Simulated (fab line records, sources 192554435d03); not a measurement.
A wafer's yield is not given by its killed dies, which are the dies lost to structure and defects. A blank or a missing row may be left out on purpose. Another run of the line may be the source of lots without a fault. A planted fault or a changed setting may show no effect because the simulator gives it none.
fab line records	flow n5_finfet
[record] lots = 6	wafers = 18	last_day = 17
route steps=1938 shown BEOL_M15@1779 PASSIVATION@1936
lots that met no fault: from a run of the same line without faults
start_h: the number of hours between the record's first day and the start of the first shown wafer of the lot	wait_h: hours from the lot's prior step to this one	" the same as in the row above	L1.1+2: several wafers, shown together as one row	- value missing, or start not given	* or withheld: withheld	< > ~ a bound
route shown NAME@n: a module of which the file shows steps, and the number in the route of the first	usual: average and standard deviation across the fault-free wafers	same: alike in all rows	chamber/n: place in a boat	sites: per-site readings	_std_site: how widely they spread, as a standard deviation	_edge_site: inner sites' mean taken away from outer sites' mean	radius_mm: for every site, how far away it sits from the centre of the wafer	mask NAME#n: copy n	behind: the last tool/chamber to shape the wafer	hold: the reason the lot was held/the length of the hold in hours/how it ended	device: which transistor (n, p or np) failed to switch	end of line: tests of these same wafers at the route's end	where a step has no rows: the recipe by itself	killed: dies lost to structure and defects at the first sort, not the wafer's yield	map: a wafer's dies, marking killed ones x, the rest . and places with no die _
set.NAME: the setting that was run; set.NAME@STEP: the one run at that earlier step	model.NAME: the simulator's own value behind a step, which no gauge read
lots seen at some steps along the route; tables by step, rows by wafer
services: when a tool's chamber went out of use (start_h, in hours from the record's first day, below 0 if earlier), for how many hours, and the reason
[[steps]]
[step N5_BEOL_M15_EXPOSE_07]
[recipe] mask_id = V14	na = 0.8	source_shape = annular	sigma_inner = 0.5	sigma_outer = 0.8	polarization = unpolarized	attpsm_phase_deg = 180	dose_mj = 41.25
[step N5_BEOL_M15_PEB_08]
[recipe] peb_temp_c = 130	peb_time_s = 90
[step N5_BEOL_M15_DEVELOP_09]
[recipe] develop_time_s = 45	rinse_liquid = diw	dry = air_spin	dev_temp_c = 21
[step N5_BEOL_M15_HARDBAKE_14]
[recipe] temp_c = 130	time_s = 120
[step N5_BEOL_M15_CD_MEAS_10]
[recipe] target_cd_nm = 360	landing_energy_ev = 500	detector = se_inlens	polarity = opening
[usual] cd_nm = 360.7/2.2
lot.wafer	tool	chamber	start_h	wait_h	cd_nm
L912.2	cd_sem-01	0	269.98	-	363.9
L912.4	"	0	"	"	361.7
L912.6	"	0	"	"	361.9
L922.3	cd_sem-02	0	310.30	-	362.6
L922.5	"	0	"	"	359.7
L922.6	"	0	"	"	359.4
L928.1	cd_sem-02	0	354.15	-	362.6
L928.4	"	0	"	"	364.3
L928.6	"	0	"	"	362.7
L930.1	cd_sem-02	0	354.39	-	358.5
L930.3	"	0	"	"	355.3
L930.6	"	0	"	"	359.3
L935.1	cd_sem-03	0	386.77	-	363.0
L935.2	"	0	"	"	361.1
L935.5	"	0	"	"	360.4
L934.2	cd_sem-03	0	387.41	-	361.2
L934.3	"	0	"	"	361.9
L934.5	"	0	"	"	360.6
[step N5_BEOL_M15_OVL_MEAS_11]
[recipe] points_per_wafer = 44
[usual] V14_OVL = -1/4.4
lot.wafer	tool	chamber	start_h	wait_h	V14_OVL[nm]
L912.2	overlay-01	0	270.01	0.0	6
L912.4	"	0	"	"	-2
L912.6	"	0	"	"	-11
L922.3	overlay-02	0	310.33	0.0	0
L922.5	"	0	"	"	-9
L922.6	"	0	"	"	5
L928.1	overlay-02	0	354.18	0.0	2
L928.4	"	0	"	"	-4
L928.6	"	0	"	"	-7
L930.1	overlay-02	0	354.42	0.0	8
L930.3	"	0	"	"	5
L930.6	"	0	"	"	5
L935.1	overlay-01	0	386.80	0.0	4
L935.2	"	0	"	"	-8
L935.5	"	0	"	"	-5
L934.2	overlay-02	0	387.45	0.0	-5
L934.3	"	0	"	"	-2
L934.5	"	0	"	"	2
[step N5_BEOL_M15_INSPECT_12]
[recipe] mode = adi	inspect_instrument = macro
[usual] raw_defect_count = 1.9/1.3
lot.wafer	tool	chamber	start_h	wait_h	raw_defect_count
L912.2	defect_inspect-02	-	270.03	0.0	0
L912.4	"	-	"	"	3
L912.6	"	-	"	"	1
L922.3	defect_inspect-01	-	310.35	0.0	2
L922.5	"	-	"	"	2
L922.6	"	-	"	"	2
L928.1	defect_inspect-01	-	354.21	0.0	2
L928.4	"	-	"	"	1
L928.6	"	-	"	"	2
L930.1	defect_inspect-01	-	354.45	0.0	1
L930.3	"	-	"	"	2
L930.6	"	-	"	"	1
L935.1	defect_inspect-01	-	386.82	0.0	1
L935.2	"	-	"	"	3
L935.5	"	-	"	"	0
L934.2	defect_inspect-01	-	387.47	0.0	0
L934.3	"	-	"	"	1
L934.5	"	-	"	"	3
[step N5_BEOL_M15_DESCUM_15]
[recipe] chemistry = O2	time_s = 7.9	source_power_w = 50	bias_power_w = 20	pressure_mtorr = 20	rf_frequency_hz = 2.712e+07	temp_c = 40	o2_flow_sccm = 225
[usual] chamber_pressure_mTorr = 20.000/0.018	drypump_motor_current_A = 6.0/0.57	oes_product_au = 0.76/0.061	rf_vpp_V = 242.9/1.4	showerhead_plenum_p_Torr = 2.08/0.066	throttle_valve_pct = 20.42/0.24
lot.wafer	tool	chamber	start_h	wait_h	chamber_pressure_mTorr	drypump_motor_current_A	oes_product_au	rf_hours_counter_h	rf_vpp_V	showerhead_plenum_p_Torr	throttle_valve_pct
L912.2	rie_diel-01	2	270.07	0.0	20.026	6.8	0.76	148	242.0	2.01	20.05
L912.4	"	1	"	"	19.987	6.4	0.84	70	243.7	2.12	20.63
L912.6	"	2	"	"	19.999	6.8	0.77	-	241.5	2.01	20.07
L922.3	rie_diel-02	3	310.41	0.1	19.994	6.0	0.66	215	242.8	2.09	21.03
L922.5	"	1	"	"	19.988	5.4	0.71	-	241.9	2.05	20.15
L922.6	"	0	"	"	19.995	5.6	0.87	-	243.7	2.13	20.39
L928.1	rie_diel-01	2	354.24	0.0	19.986	6.8	0.75	174	242.0	2.00	20.09
L928.4	"	1	"	"	19.985	6.3	0.82	97	244.6	2.11	20.68
L928.6	"	2	"	"	19.999	6.8	0.75	-	241.7	2.00	20.11
L930.1	rie_diel-04	0	354.48	0.0	19.977	6.1	0.68	228	243.3	2.14	20.51
L930.3	"	1	"	"	19.971	5.0	0.78	88	243.5	2.14	20.71
L930.6	"	1	"	"	20.038	5.0	0.79	-	244.5	2.15	20.70
L935.1	rie_diel-04	1	386.86	0.0	20.008	5.0	0.79	96	243.5	2.14	20.71
L935.2	"	2	"	"	19.996	5.7	0.70	225	242.4	2.00	20.45
L935.5	"	2	"	"	19.984	5.7	0.70	-	241.1	2.00	20.46
L934.2	rie_diel-01	3	388.09	0.6	20.007	6.3	0.68	241	240.6	2.07	20.36
L934.3	"	0	"	"	19.983	5.1	0.81	99	242.5	2.03	20.22
L934.5	"	3	"	"	20.008	6.3	0.68	-	241.3	2.07	20.37
[step N5_BEOL_M15_ETCH_59]
[recipe] chemistry = N2/H2	target = BARC	target_depth_a = 890	overetch_a = 267	time_s = 67.9	ion_energy_ev = 200	pressure_mtorr = 30	source_w = 840	bias_w = 150	n2_flow_sccm = 200	h2_flow_sccm = 200
[usual] chamber_pressure_mTorr = 29.998/0.027	drypump_motor_current_A = 6.0/0.57	oes_product_au = 0.65/0.049	rf_vpp_V = 523.4/2.3	showerhead_plenum_p_Torr = 2.52/0.086	throttle_valve_pct = 17.86/0.22
lot.wafer	tool	chamber	start_h	wait_h	chamber_pressure_mTorr	drypump_motor_current_A	oes_product_au	rf_hours_counter_h	rf_vpp_V	showerhead_plenum_p_Torr	throttle_valve_pct
L912.2	rie_diel-01	2	270.10	0.0	30.013	6.8	0.65	148	521.6	2.46	17.70
L912.4	"	1	"	"	29.980	6.4	0.72	70	525.8	2.56	17.92
L912.6	"	2	"	"	29.976	6.8	0.65	-	522.6	2.46	17.71
L922.3	rie_diel-02	3	310.44	0.0	29.991	6.0	0.59	215	521.7	2.50	18.24
L922.5	"	1	"	"	29.986	5.4	0.63	-	523.3	2.53	17.86
L922.6	"	0	"	"	30.014	5.6	0.77	-	526.3	2.62	18.04
L928.1	rie_diel-01	2	354.28	0.0	30.011	6.8	0.63	174	522.2	2.45	17.73
L928.4	"	1	"	"	29.974	6.4	0.69	97	524.3	2.55	17.97
L928.6	"	2	"	"	30.038	6.8	0.62	-	521.7	2.45	17.75
L930.1	rie_diel-04	0	354.52	0.0	30.022	6.1	0.60	228	526.1	2.63	18.21
L930.3	"	1	"	"	29.983	5.0	0.68	88	524.2	2.59	18.07
L930.6	"	1	"	"	29.986	5.1	0.70	-	525.7	2.59	18.10
L935.1	rie_diel-04	1	386.89	0.0	29.992	5.0	0.68	96	522.4	2.59	18.11
L935.2	"	2	"	"	30.002	5.7	0.60	225	520.1	2.41	17.84
L935.5	"	2	"	"	30.000	5.7	0.60	-	519.5	2.41	17.82
L934.2	rie_diel-01	3	388.13	0.0	29.968	6.3	0.60	241	521.8	2.48	17.51
L934.3	"	0	"	"	29.964	5.1	0.67	99	520.4	2.46	17.71
L934.5	"	3	"	"	29.970	6.3	0.60	-	522.9	2.48	17.50
[step N5_BEOL_M15_VIA_ETCH_16]
[recipe] chemistry = C4F8/O2/Ar	target = SiO2	he_inner_torr = 15	he_outer_torr = 30	target_depth_a = 17922	time_s = withheld	ion_energy_ev = 800	pressure_mtorr = 20	source_w = 1905	bias_w = 2040	Ar_flow_sccm = 400	C4F8_flow_sccm = 16	O2_flow_sccm = 12	ends = cleared
[usual] C4F8_flow_sccm = 16.01/0.044	chamber_pressure_mTorr = 20.001/0.019	drypump_motor_current_A = 6.0/0.57	oes_product_au = 0.69/0.057	rf_vpp_V = 2217/58	showerhead_plenum_p_Torr = 3.41/0.11	throttle_valve_pct = 30.8/0.35
lot.wafer	tool	chamber	start_h	wait_h	C4F8_flow_sccm	chamber_pressure_mTorr	drypump_motor_current_A	oes_product_au	rf_vpp_V	showerhead_plenum_p_Torr	throttle_valve_pct
L912.2	rie_diel-01	2	270.15	0.0	15.92	20.004	6.8	0.68	2236	3.29	30.2
L912.4	"	1	"	"	16.00	19.966	6.4	0.75	2128	3.51	31.4
L912.6	"	2	"	"	16.01	19.996	6.8	0.68	2237	3.29	30.2
L922.3	rie_diel-02	3	310.49	0.0	16.02	19.993	6.0	0.61	2259	3.39	31.3
L922.5	"	1	"	"	16.01	20.004	5.4	0.65	2217	3.42	30.7
L922.6	"	0	"	"	16.06	19.991	5.6	0.80	2117	3.49	30.9
L928.1	rie_diel-01	2	354.33	0.0	16.03	20.003	6.8	0.66	2234	3.28	30.3
L928.4	"	1	"	"	15.97	20.003	6.4	0.72	2126	3.49	31.4
L928.6	"	2	"	"	16.05	19.970	6.8	0.67	2236	3.28	30.3
L930.1	rie_diel-04	0	354.57	0.0	16.04	20.032	6.1	0.61	2352	3.53	31.1
L930.3	"	1	"	"	16.03	19.970	5.0	0.72	2182	3.48	31.0
L930.6	"	1	"	"	16.02	19.993	5.0	0.72	2183	3.48	31.0
L935.1	rie_diel-04	1	386.94	0.0	15.99	20.025	5.0	0.72	2183	3.48	31.1
L935.2	"	2	"	"	16.13	19.991	5.7	0.62	2237	3.26	30.6
L935.5	"	2	"	"	16.03	19.994	5.7	0.61	2237	3.26	30.6
L934.2	rie_diel-01	3	388.18	0.0	16.04	20.006	6.3	0.62	2191	3.37	30.4
L934.3	"	0	"	"	15.98	20.009	5.1	0.72	2239	3.30	30.4
L934.5	"	3	"	"	16.01	20.028	6.3	0.61	2190	3.37	30.4
[step N5_BEOL_M15_STRIP_63]
[recipe] chemistry = O2	power_w = 600	temp_c = 60	pressure_mtorr = 30	rf_frequency_hz = 6e+07	bias_power_w = 0	overash_fraction = 0.3	o2_flow_sccm = 225
[usual] chamber_pressure_mTorr = 30.00/0.039	drypump_motor_current_A = 5.9/0.58	oes_product_au = 0.76/0.062	rf_vpp_V = 3.6/0.8	showerhead_plenum_p_Torr = 2.09/0.066	throttle_valve_pct = 16.66/0.2
[same] bias_power_w = 0
lot.wafer	tool	chamber	start_h	wait_h	chamber_pressure_mTorr	drypump_motor_current_A	oes_product_au	rf_hours_counter_h	rf_vpp_V	showerhead_plenum_p_Torr	throttle_valve_pct
L912.2	rie_diel-01	2	-	-	30.06	6.8	0.76	148	2.7	2.02	16.38
L912.4	"	1	"	"	29.96	6.3	0.84	70	4.7	2.12	16.77
L912.6	"	2	"	"	30.07	6.8	0.77	-	3.7	2.02	16.37
L922.3	rie_diel-02	3	-	-	29.97	6.0	0.66	215	3.0	2.09	17.17
L922.5	"	1	"	"	29.98	5.4	0.71	-	3.9	2.05	16.51
L922.6	"	0	"	"	30.10	5.6	0.87	-	3.2	2.13	16.59
L928.1	rie_diel-01	2	-	-	29.99	6.8	0.74	175	3.9	2.01	16.38
L928.4	"	1	"	"	29.97	6.4	0.81	97	4.0	2.11	16.81
L928.6	"	2	"	"	29.98	6.8	0.75	-	4.1	2.01	16.43
L930.1	rie_diel-04	0	-	-	29.99	6.1	0.69	228	4.3	2.14	16.80
L930.3	"	1	"	"	30.05	5.0	0.79	88	4.0	2.15	16.86
L930.6	"	1	"	"	29.97	5.0	0.79	-	3.1	2.15	16.85
L935.1	rie_diel-04	1	-	-	29.94	5.0	0.78	96	3.0	2.15	16.87
L935.2	"	2	"	"	29.98	5.7	0.70	226	4.3	2.00	16.71
L935.5	"	2	"	"	30.00	5.7	0.70	-	2.3	2.00	16.70
L934.2	rie_diel-01	3	-	-	30.04	6.3	0.69	241	4.1	2.08	16.63
L934.3	"	0	"	"	29.98	5.1	0.82	100	3.1	2.04	16.46
L934.5	"	3	"	"	30.09	6.3	0.69	-	5.6	2.08	16.64
[step N5_BEOL_M15_STRIP_64]
[recipe] chemistry = O2	power_w = 600	temp_c = 60	pressure_mtorr = 30	rf_frequency_hz = 6e+07	bias_power_w = 0	overash_fraction = 0.3	o2_flow_sccm = 225
[usual] chamber_pressure_mTorr = 29.998/0.028	drypump_motor_current_A = 5.9/0.58	oes_product_au = 0.76/0.061	rf_vpp_V = 3.6/0.49	showerhead_plenum_p_Torr = 2.09/0.066	throttle_valve_pct = 16.66/0.2
[same] bias_power_w = 0
lot.wafer	tool	chamber	start_h	wait_h	chamber_pressure_mTorr	drypump_motor_current_A	oes_product_au	rf_hours_counter_h	rf_vpp_V	showerhead_plenum_p_Torr	throttle_valve_pct
L912.2	rie_diel-01	2	-	-	30.009	6.8	0.77	148	4.4	2.02	16.36
L912.4	"	1	"	"	30.010	6.4	0.84	70	4.0	2.12	16.79
L912.6	"	2	"	"	29.938	6.8	0.77	-	3.6	2.02	16.37
L922.3	rie_diel-02	3	-	-	29.950	6.0	0.66	215	3.2	2.09	17.19
L922.5	"	1	"	"	29.981	5.4	0.72	-	3.7	2.05	16.54
L922.6	"	0	"	"	30.014	5.6	0.88	-	3.5	2.13	16.59
L928.1	rie_diel-01	2	-	-	30.019	6.8	0.74	175	3.9	2.01	16.41
L928.4	"	1	"	"	29.989	6.3	0.81	97	2.6	2.11	16.83
L928.6	"	2	"	"	29.971	6.8	0.74	-	3.8	2.01	16.41
L930.1	rie_diel-04	0	-	-	29.980	6.1	0.69	228	3.0	2.14	16.79
L930.3	"	1	"	"	30.006	5.0	0.78	88	2.9	2.15	16.84
L930.6	"	1	"	"	29.954	5.0	0.79	-	3.9	2.15	16.85
L935.1	rie_diel-04	1	-	-	29.990	5.0	0.78	96	3.0	2.15	16.87
L935.2	"	2	"	"	29.987	5.7	0.70	226	3.9	2.00	16.71
L935.5	"	2	"	"	30.034	5.7	0.69	-	3.1	2.00	16.71
L934.2	rie_diel-01	3	-	-	29.989	6.3	0.69	241	3.1	2.08	16.64
L934.3	"	0	"	"	29.998	5.1	0.80	100	3.4	2.04	16.45
L934.5	"	3	"	"	29.983	6.3	0.68	-	3.4	2.08	16.64
[step N5_BEOL_M15_STRIP_65]
[recipe] chemistry = post_etch_residue_remover	time_s = 60	temp_c = 25	remover_ph = withheld	remover_water_wt_pct = withheld	remover_fluoride_wt_pct = withheld
[usual] run_length_s = 67.8/2.7	temp_c = 25.01/0.11
lot.wafer	tool	chamber	start_h	wait_h	run_length_s	temp_c
L912.2	wet_bench-06	3	270.50	-	66.9	24.95
L912.4	"	4	"	"	66.2	24.89
L912.6	"	0	"	"	66.4	25.17
L922.3	wet_bench-06	0	310.84	-	66.6	25.12
L922.5	"	1	"	"	65.1	25.00
L922.6	"	4	"	"	67.1	24.88
L928.1	wet_bench-01	0	354.68	-	-	-
L928.4	"	4	"	"	-	-
L928.6	"	6	"	"	-	-
L930.1	wet_bench-06	4	354.92	-	-	-
L930.3	"	6	"	"	-	-
L930.6	"	0	"	"	-	-
L935.1	wet_bench-01	0	387.30	-	67.2	25.07
L935.2	"	4	"	"	66.3	25.21
L935.5	"	7	"	"	66.2	25.10
L934.2	wet_bench-06	2	388.53	-	65.8	25.13
L934.3	"	7	"	"	66.1	24.85
L934.5	"	4	"	"	66.7	24.94
[step N5_BEOL_M15_SRD_66]
[recipe] time_s = 30	temp_c = 23	rinse_liquid = diw	dry = n2_spin	spin_rpm = 1500	dry_time_s = 30
[step N5_PASSIVATION_PROBE_49]
[usual] defect_limited_yield = 91.3/1.4	killed_at_M0_to_M3 = 32/9.5	killed_at_M4_up = 14/5.2	killed_at_contacts = 13/5.7	killed_at_front_end = 41/12	killed_at_other = 3.5/2.6	killed_dies = 103/17	killed_open = 68/14	killed_short = 32/7	sort_bin_5_function = 5.0/0.91	sort_bin_6_memory = 3.3/0.7	sort_bin_8_speed = 0.03/0.22	sort_n_pass = 1076/17	sort_yield_pct = 91.2/1.4
[same] gross_dies = 1180	killed_at_back_side = 0	sort_bin_4_leakage[%] = 0
lot.wafer	tool	chamber	start_h	wait_h	defect_limited_yield[%]	killed_at_M0_to_M3	killed_at_M4_up	killed_at_contacts	killed_at_front_end	killed_at_other	killed_dies	killed_open	killed_short	sort_bin_5_function[%]	sort_bin_6_memory[%]	sort_bin_8_speed[%]	sort_n_pass	sort_yield_pct[%]
L922.5	prober-01	-	331.37	0.2	91.4	20	12	7	63	0	102	72	29	4.1	4.3	0	1078	91.4
// killed by level:class
L922.5 STI_FIN_REVEAL:geometric_particle:open=23 FIN_SAQP:geometric_particle:short=11 FIN_SAQP:geometric_particle:open=9 BEOL_M1:geometric_particle:open=7 BEOL_M4:geometric_particle:open=7 STI_FIN_REVEAL:geometric_particle:short=6 MOL_CONTACT_COAG:geometric_particle:open=6 BEOL_M3:geometric_particle:open=6
[[services]]
tool	chamber	start_h	hours	kind
rie_diel-02	0	264.59	16.2	repair
rie_diel-02	-	271.50	14.6	pm
rie_diel-04	1	310.45	4.1	repair
wet_bench-01	-	357.47	3.8	repair
rie_diel-04	0	360.64	2.0	repair
rie_diel-02	0	361.79	5.2	repair
rie_diel-04	-	377.92	2.8	pm
[[key]]
[first_sign] step = N5_BEOL_M15_STRIP_65	reading = tool_record	direction = missing
effect none on later readings
met_at N5_BEOL_M15_STRIP_65
struck_wafers L928.1,L928.4,L928.6,L930.1,L930.3,L930.6
onset_between 310.84 354.68
[fault] kind = skipped_step_whole	tool = wet_bench-01,wet_bench-06	chamber = -	onset_h = 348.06	steps = N5_BEOL_M15_STRIP_65	scope = struck_lots_only
